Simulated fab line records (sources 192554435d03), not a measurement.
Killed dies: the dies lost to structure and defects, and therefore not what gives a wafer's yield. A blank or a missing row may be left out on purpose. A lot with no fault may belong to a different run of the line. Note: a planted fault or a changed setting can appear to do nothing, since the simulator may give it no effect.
fab line records    flow n5_finfet
record: lots: 6  wafers: 18  last_day: 17
route steps=1938 shown WELL_APT@45 PMOS_HMC_CHANNEL_EPI@57 PASSIVATION@1936
lots that met no fault: taken from a fault-free run of the same line
start_h: the number of hours between the record's first day and the start of the first shown wafer of the lot    wait_h: hours from the lot's prior step to this one    " as in the row above    L1.1+2: one row covering several wafers at once    - value missing, or start not given    * or withheld: withheld    < > ~ a bound
route shown NAME@n: names a module that has steps shown in the file, with the first one's number in the route    usual: mean/standard deviation taken from wafers without a fault    same: alike in all rows    chamber/n: place in a boat    sites: readings site by site    _std_site: how widely they spread, as a standard deviation    _edge_site: inner sites' mean taken away from outer sites' mean    radius_mm: how far each site lies from the wafer's centre    mask NAME#n: copy n    behind: the last tool/chamber to shape the wafer    hold: reason for holding the lot/hours on hold/outcome of the hold    device: the n, p or np transistor that did not switch    end of line: the same wafers' tests at the end of the route    where a step has no rows: the recipe by itself    killed: at the first sort, the dies lost to defects and structure; wafer yield is something else    map: a wafer's dies, x killed, . not, _ none there
set.NAME: the setting the step ran with; set.NAME@STEP: the setting that earlier step ran with    model.NAME: the simulator's own value behind a step, which no gauge read
lots at some steps of the route; a table a step, a row a wafer
services: from which hour (start_h, from the record's first day; less than 0 if before it) a tool's chamber was out of use, for how many hours, and why
== steps ==
step: N5_WELL_APT_INSPECT_27
recipe: mode: adi  inspect_instrument: macro
usual: raw_defect_count: 2.0/1.4
lot.wafer  tool               chamber  start_h  wait_h  raw_defect_count
L270.1     defect_inspect-02  -        33.02    0.0     1
L270.4     "                  -        "        "       4
L270.5     "                  -        "        "       5
L275.3     defect_inspect-01  -        63.01    0.0     1
L275.4     "                  -        "        "       1
L275.5     "                  -        "        "       2
L278.1     defect_inspect-01  -        81.73    0.0     3
L278.2     "                  -        "        "       3
L278.3     "                  -        "        "       3
L279.2     defect_inspect-02  -        87.42    0.0     4
L279.5     "                  -        "        "       2
L279.6     "                  -        "        "       1
L289.3     defect_inspect-01  -        147.00   0.0     3
L289.4     "                  -        "        "       2
L289.6     "                  -        "        "       3
L290.1     defect_inspect-01  -        153.31   0.0     0
L290.4     "                  -        "        "       4
L290.5     "                  -        "        "       4
step: N5_WELL_APT_DESCUM_30
recipe: chemistry: O2  time_s: 7.9  source_power_w: 50  bias_power_w: 20  pressure_mtorr: 20  rf_frequency_hz: 2.712e+07  temp_c: 40  o2_flow_sccm: 225
usual: drypump_motor_current_A: 5.7/0.42  oes_product_au: 0.80/0.1  rf_vpp_V: 243.2/1.2  showerhead_plenum_p_Torr: 2.09/0.06  temp_c: 40.02/0.11  throttle_valve_pct: 20.41/0.26
same: time_s: 7.9
lot.wafer  tool         chamber  start_h  wait_h  drypump_motor_current_A  oes_product_au  rf_hours_counter_h  rf_vpp_V  showerhead_plenum_p_Torr  temp_c  throttle_valve_pct
L270.1     rie_diel-01  0        33.27    0.2     5.1                      0.95            10                  241.8     2.08                      39.93   20.11
L270.4     "            0        "        "       5.1                      0.95            -                   243.7     2.08                      40.02   20.13
L270.5     "            2        "        "       5.8                      0.75            -                   242.7     2.08                      39.96   20.70
L275.3     rie_diel-05  3        63.05    0.0     5.6                      0.75            148                 243.4     2.09                      40.11   20.44
L275.4     "            1        "        "       5.5                      0.79            -                   242.6     2.07                      40.01   20.63
L275.5     "            3        "        "       5.6                      0.76            -                   243.5     2.09                      39.90   20.46
L278.1     rie_diel-01  1        81.79    0.1     5.6                      0.99            2                   244.0     2.13                      40.01   19.87
L278.2     "            3        "        "       5.2                      0.93            14                  241.5     2.06                      40.07   20.48
L278.3     "            2        "        "       5.8                      0.73            187                 242.9     2.07                      39.90   20.75
L279.2     rie_diel-01  2        87.59    0.2     5.8                      0.73            190                 242.8     2.07                      39.96   20.72
L279.5     "            2        "        "       5.8                      0.73            -                   243.4     2.07                      40.15   20.76
L279.6     "            1        "        "       5.6                      0.98            -                   243.5     2.13                      40.06   19.86
L289.3     rie_diel-05  3        147.04   0.0     5.6                      0.73            181                 243.1     2.08                      40.08   20.49
L289.4     "            1        "        "       5.5                      0.74            186                 243.3     2.06                      40.18   20.70
L289.6     "            2        "        "       6.2                      0.70            -                   243.5     2.14                      40.12   20.43
L290.1     rie_diel-05  2        153.48   0.2     6.1                      0.70            216                 244.5     2.14                      39.97   20.42
L290.4     "            1        "        "       5.5                      0.74            189                 242.5     2.06                      40.10   20.69
L290.5     "            1        "        "       5.5                      0.74            -                   242.6     2.06                      40.05   20.69
step: N5_WELL_APT_IMPLANT_31
recipe: species: B  energy_kev: 60  dose_cm2: 1.5e+13  tilt_deg: 0  rotation_deg: 0
step: N5_WELL_APT_IMPLANT_32
recipe: species: BF2  energy_kev: 50  dose_cm2: 2e+13  tilt_deg: 0  rotation_deg: 0
step: N5_WELL_APT_STRIP_33
recipe: chemistry: SPM  time_s: 900  temp_c: 130  h2so4_h2o2_vol_ratio: 4  dry: ipa_marangoni
step: N5_WELL_APT_RTA_34
recipe: temp_c: 1000  time_s: 10  ambient: N2  idle_temp_c: 600  ramp_up_c_per_s: 150  ramp_down_c_per_s: 60  cool_to_c: 600
step: N5_WELL_APT_OXIDE_STRIP_42
recipe: chemistry: dHF  dilution: 25:1  time_s: 45  temp_c: 25  target: SiO2  target_depth_a: 120
step: N5_WELL_APT_PRECLEAN_36
recipe: chemistry: O3/DIW  time_s: 45  temp_c: 22  o3_ppm: 10
step: N5_WELL_APT_PRECLEAN_39
recipe: chemistry: dHF  time_s: 60  dilution: 150:1  temp_c: 25
step: N5_WELL_APT_SRD_37
recipe: dry: ipa_marangoni  do_ppb: 5  time_s: 30  temp_c: 23  rinse_liquid: diw
step: N5_WELL_APT_EPI_41
recipe: material: Si  target_thk_a: 500  temp_c: 650  precursor: SiH4/H2  pressure_torr: 20  time_s: 297.7
step: N5_WELL_APT_INSPECT_38
recipe: inspect_instrument: darkfield  mode: post_epi
usual: raw_defect_count: 12/4.3
lot.wafer  tool               chamber  start_h  wait_h  raw_defect_count
L270.1     defect_inspect-01  -        34.98    0.5     10
L270.4     "                  -        "        "       19
L270.5     "                  -        "        "       11
L275.3     defect_inspect-02  -        64.68    0.3     4
L275.4     "                  -        "        "       13
L275.5     "                  -        "        "       11
L278.1     defect_inspect-01  -        83.70    0.7     17
L278.2     "                  -        "        "       6
L278.3     "                  -        "        "       8
L279.2     defect_inspect-02  -        89.23    0.4     13
L279.5     "                  -        "        "       14
L279.6     "                  -        "        "       10
L289.3     defect_inspect-01  -        148.77   0.3     14
L289.4     "                  -        "        "       15
L289.6     "                  -        "        "       16
L290.1     defect_inspect-01  -        155.12   0.5     12
L290.4     "                  -        "        "       21
L290.5     "                  -        "        "       17
step: N5_PMOS_HMC_CHANNEL_EPI_HM_DEP_34
recipe: material: SiO2  target_thk_a: 360  temp_c: 400  precursor: TEOS/O2  pressure_torr: 6.5  rf_w: 900  teos_flow_sccm: 161.4  gas: O2  flow_sccm: 2650  time_s: 6.9
usual: heater_power_w: 573/74  showerhead_plenum_p_Torr: 8.32/0.042  throttle_valve_pct: 18.6/1.1
lot.wafer  tool      chamber  start_h  wait_h  heater_power_w  showerhead_plenum_p_Torr  throttle_valve_pct  model.SiO2_of_PMOS_HMC_CHANNEL_EPI_HM_DEP_34.thk_nm
L270.1     pecvd-03  1        35.02    0.0     616             8.34                      18.0                35.7
L270.4     "         2        "        "       533             8.33                      16.8                35.77
L270.5     "         0        "        "       583             8.34                      18.0                35.87
L275.3     pecvd-01  0        64.72    0.0     573             8.31                      17.7                35.86
L275.4     "         0        "        "       575             8.30                      17.9                36.22
L275.5     "         2        "        "       588             8.29                      19.7                35.67
L278.1     pecvd-01  0        83.73    0.0     684             8.32                      17.9                36.17
L278.2     "         2        "        "       445             8.31                      19.4                38.96
L278.3     "         1        "        "       419             8.25                      20.6                35.98
L279.2     pecvd-01  0        89.27    0.0     671             8.33                      17.8                35.97
L279.5     "         1        "        "       407             8.24                      20.5                36.14
L279.6     "         2        "        "       481             8.30                      19.6                39.36
L289.3     pecvd-04  1        148.80   0.0     553             8.38                      18.8                35.43
L289.4     "         2        "        "       676             8.32                      17.3                36.26
L289.6     "         1        "        "       548             8.38                      19.1                36.11
L290.1     pecvd-03  0        155.15   0.0     599             8.33                      18.0                36.2
L290.4     "         1        "        "       561             8.34                      18.2                36.53
L290.5     "         0        "        "       604             8.36                      17.8                36.29
step: N5_PMOS_HMC_CHANNEL_EPI_COAT_31
recipe: resist: BARC  temp_c: 205  time_s: 60  spin_rpm: 1500  resist_thk_nm: 66
step: N5_PMOS_HMC_CHANNEL_EPI_COAT_03
recipe: resist: CAR-ArF-block  spin_rpm: 1500  resist_thk_nm: 205
step: N5_PMOS_HMC_CHANNEL_EPI_EBR_05
recipe: solvent: PGMEA  ebr_width_mm: 1.5
step: N5_PMOS_HMC_CHANNEL_EPI_SOFTBAKE_04
recipe: temp_c: 110  time_s: 60  resist: CAR-ArF-block
step: N5_PMOS_HMC_CHANNEL_EPI_EXPOSE_06
recipe: mask_id: PMOS_HMC_BLK  na: 1.35  source_shape: conventional  sigma_outer: 0.8  polarization: unpolarized  target_cd_nm: 240  dose_mj: 41
step: N5_PMOS_HMC_CHANNEL_EPI_PEB_07
recipe: peb_temp_c: 110  peb_time_s: 60  resist: CAR-ArF-block
step: N5_PMOS_HMC_CHANNEL_EPI_DEVELOP_08
recipe: develop_time_s: 30  developer: TMAH  resist: CAR-ArF-block  dev_temp_c: 23  rinse_liquid: diw  dry: air_spin
step: N5_PMOS_HMC_CHANNEL_EPI_CD_MEAS_09
recipe: target_cd_nm: 237.4  landing_energy_ev: 500  detector: se_inlens
usual: cd_nm: 237.5/0.97
lot.wafer  tool       chamber  start_h  wait_h  cd_nm
L270.1     cd_sem-02  0        35.42    -       238.1
L270.4     "          0        "        "       238.0
L270.5     "          0        "        "       238.3
L275.3     cd_sem-02  0        65.13    -       237.5
L275.4     "          0        "        "       239.1
L275.5     "          0        "        "       239.0
L278.1     cd_sem-03  0        84.01    -       237.5
L278.2     "          0        "        "       238.9
L278.3     "          0        "        "       238.3
L279.2     cd_sem-03  0        89.55    -       236.3
L279.5     "          0        "        "       237.1
L279.6     "          0        "        "       237.0
L289.3     cd_sem-01  0        149.21   -       238.3
L289.4     "          0        "        "       237.5
L289.6     "          0        "        "       237.0
L290.1     cd_sem-01  0        155.43   -       236.5
L290.4     "          0        "        "       236.5
L290.5     "          0        "        "       236.2
step: N5_PMOS_HMC_CHANNEL_EPI_OVL_MEAS_10
recipe: points_per_wafer: 44
usual: PMOS_HMC_BLK_OVL: 0.1/0.73
lot.wafer  tool        chamber  start_h  wait_h  PMOS_HMC_BLK_OVL[nm]
L270.1     overlay-01  0        35.45    0.0     1.1
L270.4     "           0        "        "       0.5
L270.5     "           0        "        "       0.4
L275.3     overlay-02  0        65.16    0.0     1.0
L275.4     "           0        "        "       -0.2
L275.5     "           0        "        "       1.0
L278.1     overlay-01  0        84.04    0.0     -0.6
L278.2     "           0        "        "       0.0
L278.3     "           0        "        "       -1.0
L279.2     overlay-01  0        89.58    0.0     0.5
L279.5     "           0        "        "       0.4
L279.6     "           0        "        "       -0.3
L289.3     overlay-02  0        149.24   0.0     0.3
L289.4     "           0        "        "       -0.1
L289.6     "           0        "        "       -0.2
L290.1     overlay-01  0        155.46   0.0     -1.1
L290.4     "           0        "        "       -1.1
L290.5     "           0        "        "       0.2
step: N5_PMOS_HMC_CHANNEL_EPI_INSPECT_11
recipe: mode: adi  inspect_instrument: macro
usual: raw_defect_count: 2.3/1.4
lot.wafer  tool               chamber  start_h  wait_h  raw_defect_count
L270.1     defect_inspect-01  -        35.47    0.0     0
L270.4     "                  -        "        "       1
L270.5     "                  -        "        "       3
L275.3     defect_inspect-01  -        65.18    0.0     1
L275.4     "                  -        "        "       4
L275.5     "                  -        "        "       4
L278.1     defect_inspect-01  -        84.07    0.0     1
L278.2     "                  -        "        "       3
L278.3     "                  -        "        "       2
L279.2     defect_inspect-01  -        89.61    0.0     5
L279.5     "                  -        "        "       2
L279.6     "                  -        "        "       1
L289.3     defect_inspect-02  -        149.26   0.0     1
L289.4     "                  -        "        "       2
L289.6     "                  -        "        "       6
L290.1     defect_inspect-01  -        155.49   0.0     2
L290.4     "                  -        "        "       3
L290.5     "                  -        "        "       2
step: N5_PMOS_HMC_CHANNEL_EPI_DESCUM_14
recipe: chemistry: O2  time_s: 7.9  source_power_w: 50  bias_power_w: 20  pressure_mtorr: 20  rf_frequency_hz: 2.712e+07  temp_c: 40  resist: CAR-ArF-block  o2_flow_sccm: 225
usual: drypump_motor_current_A: 5.7/0.35  oes_product_au: 0.83/0.081  rf_vpp_V: 243.5/1.5  showerhead_plenum_p_Torr: 2.13/0.09  temp_c: 40.00/0.11  throttle_valve_pct: 20.38/0.25
same: time_s: 7.9
lot.wafer  tool         chamber  start_h  wait_h  drypump_motor_current_A  oes_product_au  rf_hours_counter_h  rf_vpp_V  showerhead_plenum_p_Torr  temp_c  throttle_valve_pct
L270.1     rie_diel-06  0        35.51    0.0     5.7                      0.75            154                 241.5     2.03                      40.08   20.63
L270.4     "            2        "        "       6.0                      0.88            38                  245.0     2.24                      39.86   20.32
L270.5     "            3        "        "       5.6                      0.79            -                   245.7     2.19                      40.07   20.29
L275.3     rie_diel-02  3        65.21    0.0     5.9                      0.89            35                  245.1     2.24                      40.02   19.94
L275.4     "            1        "        "       5.6                      0.98            11                  245.2     2.26                      40.15   20.24
L275.5     "            1        "        "       5.6                      0.98            -                   244.3     2.26                      40.04   20.24
L278.1     rie_diel-04  1        84.14    0.1     5.5                      0.73            176                 242.7     2.07                      39.95   20.29
L278.2     "            0        "        "       5.7                      0.68            240                 244.3     2.07                      40.22   20.47
L278.3     "            2        "        "       5.4                      0.86            63                  242.5     2.03                      39.76   20.44
L279.2     rie_diel-04  0        89.79    0.2     5.7                      0.68            242                 242.8     2.07                      40.08   20.48
L279.5     "            2        "        "       5.3                      0.86            -                   242.2     2.03                      39.90   20.44
L279.6     "            1        "        "       5.5                      0.74            -                   241.4     2.07                      39.90   20.29
L289.3     rie_diel-06  1        149.30   0.0     6.2                      0.85            41                  242.5     2.04                      40.16   20.04
L289.4     "            3        "        "       5.6                      0.77            151                 244.3     2.18                      39.99   20.34
L289.6     "            1        "        "       6.2                      0.86            -                   242.9     2.04                      40.07   20.03
L290.1     rie_diel-06  2        155.52   0.0     6.0                      0.83            73                  245.1     2.23                      40.16   20.38
L290.4     "            1        "        "       6.2                      0.86            43                  243.2     2.04                      39.91   20.04
L290.5     "            3        "        "       5.6                      0.76            -                   244.4     2.18                      40.08   20.34
step: N5_PMOS_HMC_CHANNEL_EPI_ETCH_32
recipe: chemistry: N2/H2  target: BARC  stop_on: SiO2  target_depth_a: 858  over_etch_frac: 0.3  time_s: 50.3  ion_energy_ev: 200  mask_material: CAR-ArF-block  pressure_mtorr: 30  source_w: 840  bias_w: 150  n2_flow_sccm: 200  h2_flow_sccm: 200
step: N5_PMOS_HMC_CHANNEL_EPI_HM_OPEN_15
recipe: chemistry: CHF3/O2  target: SiO2  mask_material: CAR-ArF-block  target_depth_a: 406  CHF3_flow_sccm: 50  O2_flow_sccm: 5  Ar_flow_sccm: 200  time_s: 20.3  pressure_mtorr: 30  source_w: 650  bias_w: 170  ion_energy_ev: 200
usual: drypump_motor_current_A: 5.7/0.35  oes_o_777_au: 0.83/0.087  oes_product_au: 0.83/0.082  rf_vpp_V: 523/7.1  showerhead_plenum_p_Torr: 2.44/0.095  throttle_valve_pct: 18.79/0.23
same: time_s: 20.3
lot.wafer  tool         chamber  start_h  wait_h  drypump_motor_current_A  oes_o_777_au  oes_product_au  rf_hours_counter_h  rf_vpp_V  showerhead_plenum_p_Torr  throttle_valve_pct
L270.1     rie_diel-06  0        35.59    0.0     5.6                      0.77          0.75            154                 521       2.31                      18.92
L270.4     "            2        "        "       6.0                      0.90          0.89            38                  530       2.55                      18.64
L270.5     "            3        "        "       5.6                      0.79          0.80            -                   536       2.51                      18.71
L275.3     rie_diel-02  3        65.29    0.0     5.9                      0.90          0.89            35                  523       2.57                      18.41
L275.4     "            1        "        "       5.7                      0.97          0.96            11                  514       2.56                      18.53
L275.5     "            1        "        "       5.6                      0.98          0.96            -                   516       2.56                      18.52
L278.1     rie_diel-04  1        84.21    0.0     5.5                      0.71          0.73            176                 530       2.40                      18.90
L278.2     "            0        "        "       5.6                      0.69          0.68            240                 528       2.36                      18.84
L278.3     "            2        "        "       5.3                      0.86          0.86            64                  519       2.34                      18.95
L279.2     rie_diel-04  0        89.87    0.0     5.6                      0.69          0.68            242                 528       2.36                      18.86
L279.5     "            2        "        "       5.4                      0.86          0.85            -                   519       2.34                      18.94
L279.6     "            1        "        "       5.5                      0.71          0.72            -                   530       2.40                      18.89
L289.3     rie_diel-06  1        149.37   0.0     6.2                      0.90          0.88            41                  514       2.36                      18.53
L289.4     "            3        "        "       5.6                      0.77          0.77            151                 535       2.49                      18.75
L289.6     "            1        "        "       6.2                      0.89          0.87            -                   512       2.36                      18.53
L290.1     rie_diel-06  2        155.60   0.0     6.0                      0.85          0.84            73                  528       2.54                      18.68
L290.4     "            1        "        "       6.2                      0.89          0.87            43                  514       2.36                      18.53
L290.5     "            3        "        "       5.6                      0.77          0.76            -                   534       2.49                      18.75
step: N5_PMOS_HMC_CHANNEL_EPI_STRIP_33
recipe: chemistry: N2/H2  power_w: 500  temp_c: 40  pressure_mtorr: 50  rf_frequency_hz: 6e+07  overash_fraction: 0.3  bias_power_w: 8  h2_frac: 0.5  n2_flow_sccm: 300  h2_flow_sccm: 300
usual: drypump_motor_current_A: 5.7/0.35  oes_product_au: 0.83/0.08  rf_vpp_V: 54.4/1.7  showerhead_plenum_p_Torr: 3.40/0.13  temp_c: 40.00/0.1  throttle_valve_pct: 18.8/0.31
lot.wafer  tool         chamber  start_h  wait_h  drypump_motor_current_A  oes_product_au  rf_hours_counter_h  rf_vpp_V  showerhead_plenum_p_Torr  temp_c  throttle_valve_pct
L270.1     rie_diel-06  0        35.64    0.0     5.6                      0.75            154                 51.2      3.22                      39.94   18.9
L270.4     "            2        "        "       6.0                      0.88            38                  55.9      3.54                      39.92   18.4
L270.5     "            3        "        "       5.6                      0.79            -                   52.7      3.51                      40.37   18.6
L275.3     rie_diel-02  3        65.34    0.0     5.9                      0.89            35                  55.5      3.55                      40.00   18.1
L275.4     "            1        "        "       5.6                      0.96            11                  55.5      3.59                      39.94   19.1
L275.5     "            1        "        "       5.7                      0.97            -                   51.6      3.59                      39.89   19.1
L278.1     rie_diel-04  1        84.27    0.0     5.5                      0.74            176                 55.4      3.32                      40.04   18.8
L278.2     "            0        "        "       5.6                      0.68            240                 54.3      3.31                      39.96   18.8
L278.3     "            2        "        "       5.4                      0.86            64                  55.1      3.25                      40.06   19.2
L279.2     rie_diel-04  0        89.93    0.0     5.6                      0.68            242                 53.8      3.31                      40.02   18.8
L279.5     "            2        "        "       5.4                      0.84            -                   53.3      3.25                      40.16   19.2
L279.6     "            1        "        "       5.6                      0.73            -                   53.1      3.32                      40.12   18.8
L289.3     rie_diel-06  1        149.43   0.0     6.2                      0.86            41                  51.5      3.30                      40.07   18.6
L289.4     "            3        "        "       5.6                      0.76            151                 55.6      3.49                      39.87   18.6
L289.6     "            1        "        "       6.2                      0.86            -                   56.0      3.30                      40.01   18.6
L290.1     rie_diel-06  2        155.65   0.0     6.1                      0.84            73                  53.6      3.52                      39.96   18.4
L290.4     "            1        "        "       6.2                      0.85            43                  54.8      3.30                      39.96   18.6
L290.5     "            3        "        "       5.5                      0.78            -                   52.6      3.49                      40.07   18.6
step: N5_PMOS_HMC_CHANNEL_EPI_STRIP_17
recipe: chemistry: SPM  time_s: 750  temp_c: 130  h2so4_h2o2_vol_ratio: 4  dry: ipa_marangoni
step: N5_PMOS_HMC_CHANNEL_EPI_ETCH_38
recipe: chemistry: CF4  target: SiO2  target_depth_a: 15  ion_energy_ev: 350  pressure_mtorr: 10  icp_w: 800  bias_w: 400  cf4_flow_sccm: 80
step: N5_PMOS_HMC_CHANNEL_EPI_FIN_RECESS_16
recipe: chemistry: HBr/Cl2  target: Si  mask_material: SiO2  target_depth_a: 540  time_s: 18  pressure_mtorr: 10  icp_w: 800  bias_w: 75  HBr_flow_sccm: 150  Cl2_flow_sccm: 80
usual: drypump_motor_current_A: 5.6/0.41  oes_product_au: 1.005/0.019  throttle_valve_pct: 35.6/0.35
same: time_s: 18
lot.wafer  tool       chamber  start_h  wait_h  drypump_motor_current_A  oes_product_au  rf_hours_counter_h  throttle_valve_pct
L270.1     rie_si-03  0        35.96    0.0     5.5                      1.015           177                 35.6
L270.4     "          0        "        "       5.5                      1.012           -                   35.6
L270.5     "          2        "        "       6.2                      0.980           -                   35.9
L275.3     rie_si-01  3        65.67    0.0     5.8                      0.996           181                 36.1
L275.4     "          2        "        "       5.7                      1.018           161                 36.1
L275.5     "          2        "        "       5.7                      1.008           -                   36.1
L278.1     rie_si-01  2        84.80    0.0     5.7                      1.006           162                 36.1
L278.2     "          1        "        "       5.1                      0.984           181                 35.3
L278.3     "          3        "        "       5.8                      0.999           182                 36.1
L279.2     rie_si-03  0        90.25    0.0     5.5                      1.023           177                 35.6
L279.5     "          2        "        "       6.2                      0.984           -                   35.9
L279.6     "          1        "        "       5.4                      0.969           -                   34.9
L289.3     rie_si-01  0        149.75   0.0     5.3                      1.021           45                  35.2
L289.4     "          2        "        "       5.7                      1.006           163                 36.1
L289.6     "          1        "        "       5.1                      0.978           -                   35.3
L290.1     rie_si-05  3        155.98   0.0     6.1                      0.999           18                  35.6
L290.4     "          2        "        "       4.9                      1.037           143                 35.3
L290.5     "          2        "        "       4.9                      1.029           -                   35.3
step: N5_PMOS_HMC_CHANNEL_EPI_PRECLEAN_36
recipe: chemistry: O3/DIW  time_s: 45  temp_c: 22  o3_ppm: 10
step: N5_PMOS_HMC_CHANNEL_EPI_PRECLEAN_18
recipe: chemistry: DHF  time_s: 30  temp_c: 25  dilution: withheld
usual: temp_c: 25.00/0.11
same: time_s: 30
lot.wafer  tool          chamber  start_h  wait_h  temp_c  model.SiO2_of_PMOS_HMC_CHANNEL_EPI_HM_DEP_34.thk_nm
L270.1     wet_bench-02  7        36.08    0.0     25.10   24.51
L270.4     "             6        "        "       25.12   24.6
L270.5     "             5        "        "       24.96   24.71
L275.3     wet_bench-01  5        65.78    0.0     25.02   24.35
L275.4     "             4        "        "       24.91   24.84
L275.5     "             0        "        "       25.21   24.28
L278.1     wet_bench-01  5        84.93    0.0     24.87   24.96
L278.2     "             2        "        "       24.98   27.77
L278.3     "             1        "        "       24.94   24.56
L279.2     wet_bench-05  5        90.37    0.0     24.98   24.71
L279.5     "             3        "        "       24.93   24.85
L279.6     "             2        "        "       24.93   27.99
L289.3     wet_bench-05  6        149.87   0.0     24.88   24.05
L289.4     "             5        "        "       24.97   24.98
L289.6     "             1        "        "       24.89   24.81
L290.1     wet_bench-02  4        156.09   0.0     24.91   25.16
L290.4     "             7        "        "       25.07   25.2
L290.5     "             2        "        "       24.96   25.04
step: N5_PMOS_HMC_CHANNEL_EPI_SRD_19
recipe: dry: ipa_marangoni  do_ppb: 5  time_s: 30  temp_c: 23  rinse_liquid: diw
step: N5_PASSIVATION_PROBE_49
usual: killed_at_M0_to_M3: 32/9.7  killed_at_M4_up: 14/5.3  killed_at_contacts: 11/6  killed_at_front_end: 39/14  killed_at_other: 3.3/2.7  killed_dies: 100/17  killed_open: 66/13  killed_short: 32/7.4
same: gross_dies: 1180  killed_at_back_side: 0
lot.wafer  tool       chamber  start_h  wait_h  killed_at_M0_to_M3  killed_at_M4_up  killed_at_contacts  killed_at_front_end  killed_at_other  killed_dies  killed_open  killed_short
L270.1     prober-02  -        283.71   0.3     19                  19               10                  23                   6                77           48           27
L270.4     prober-02  -        283.86   0.5     32                  11               8                   39                   6                96           62           32
L270.5     prober-02  -        283.91   0.5     19                  8                8                   49                   10               94           60           33
L275.3     prober-02  -        311.43   0.1     26                  17               11                  50                   1                105          64           35
L275.4     prober-02  -        311.48   0.2     25                  7                10                  45                   3                90           55           33
L275.5     prober-02  -        311.53   0.2     21                  11               12                  61                   0                105          73           31
killed by level:class
L270.1 BEOL_M4:geometric_particle:open=10 MOL_CONTACT_COAG:geometric_particle:open=7 STI_FIN_REVEAL:geometric_particle:open=6 BEOL_M0_SAQP:geometric_particle:short=6 BEOL_M3:geometric_particle:open=5 FIN_SAQP:geometric_particle:open=3 MOL_CONTACT_COAG:geometric_particle:short=3 STARTING-WAFER:geometric_particle:short=3
L270.4 FIN_SAQP:geometric_particle:open=8 MOL_CONTACT_COAG:geometric_particle:open=7 BEOL_M0_SAQP:geometric_particle:open=7 BEOL_M1:geometric_particle:open=7 BEOL_M3:geometric_particle:open=7 FIN_SAQP:geometric_particle:short=6 BEOL_M0_SAQP:geometric_particle:short=5 STARTING-WAFER:geometric_particle:open=5
L270.5 STI_FIN_REVEAL:geometric_particle:open=19 MOL_CONTACT_COAG:geometric_particle:open=8 BEOL_M3:geometric_particle:open=6 FIN_SAQP:geometric_particle:open=5 STI_FIN_REVEAL:geometric_particle:short=5 BEOL_M1:geometric_particle:open=5 FIN_SAQP:geometric_particle:short=4 BEOL_M1:geometric_particle:short=4
L275.3 MOL_CONTACT_COAG:geometric_particle:open=8 STI_FIN_REVEAL:geometric_particle:open=7 FIN_SAQP:geometric_particle:short=6 FIN_SAQP:geometric_particle:open=6 DUMMY_GATE:geometric_particle:open=6 GATE_CUT:geometric_particle:short=6 BEOL_M0_SAQP:geometric_particle:short=6 BEOL_M4:geometric_particle:open=6
L275.4 FIN_SAQP:geometric_particle:short=16 STI_FIN_REVEAL:geometric_particle:open=10 MOL_CONTACT_COAG:geometric_particle:open=9 FIN_SAQP:geometric_particle:open=7 BEOL_M0_SAQP:geometric_particle:open=5 BEOL_M1:geometric_particle:open=5 BEOL_M0_SAQP:geometric_particle:short=4 BEOL_M2:geometric_particle:open=4
L275.5 FIN_SAQP:geometric_particle:open=19 FIN_SAQP:geometric_particle:short=13 STI_FIN_REVEAL:geometric_particle:open=13 MOL_CONTACT_COAG:geometric_particle:open=10 STARTING-WAFER:geometric_particle:open=4 DUMMY_GATE:geometric_particle:open=4 BEOL_M0_SAQP:geometric_particle:short=4 BEOL_M1:geometric_particle:open=4
== services ==
tool          chamber  start_h  hours  kind
rie_si-03     3        10.04    4.7    repair
rie_diel-05   -        17.63    15.6   pm
rie_diel-04   -        41.41    0.5    repair
rie_diel-04   3        42.13    4.5    repair
rie_diel-04   1        53.27    13.5   repair
rie_si-03     0        63.89    4.9    repair
rie_diel-04   3        67.02    -      clean
rie_diel-04   3        67.02    -      consumable_replace:focus_ring
rie_diel-04   3        67.02    34.7   scheduled_down
rie_diel-05   0        77.23    7.1    repair
rie_diel-02   1        80.37    7.8    repair
rie_diel-02   0        80.68    14.0   repair
pecvd-03      -        85.19    1.1    repair
rie_diel-01   1        94.09    2.9    repair
rie_diel-04   2        97.38    9.7    repair
pecvd-01      -        99.28    2.8    pm
wet_bench-02  -        101.00   2.9    repair
pecvd-03      2        113.81   7.7    repair
rie_diel-05   0        122.16   10.0   repair
pecvd-01      2        135.18   6.6    repair
rie_diel-02   3        139.39   2.0    repair
rie_diel-04   3        146.43   9.5    repair
rie_si-03     1        150.75   21.8   repair
pecvd-04      -        150.90   5.4    repair
== key ==
first_sign none at tools or gauges
model_effect: step: N5_PMOS_HMC_CHANNEL_EPI_HM_DEP_34  value: SiO2_of_PMOS_HMC_CHANNEL_EPI_HM_DEP_34.thk_nm  without: 36.07  struck: 39.16
model_effect: step: N5_PMOS_HMC_CHANNEL_EPI_PRECLEAN_18  value: SiO2_of_PMOS_HMC_CHANNEL_EPI_HM_DEP_34.thk_nm  without: 24.79  struck: 27.88
met_at N5_PMOS_HMC_CHANNEL_EPI_HM_DEP_34
struck_wafers L278.2,L279.6
tester_left_out L278,L279
onset_between 64.72 83.73
fault: kind: process_parameter_drift  tool: pecvd-01  chamber: 2  onset_h: 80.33  steps: N5_PMOS_HMC_CHANNEL_EPI_HM_DEP_34  channel: time_s  offset: *  shape: step  end_h: 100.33  acts_in: *  stated: *
tester_left_out: of these lots the tester's yield and bins aren't shown, on N5 and GAA mostly nor the transistor test; their killed dies are dies lost to structure and defects alone, not to doping, threshold or leakage, so they don't give the yield
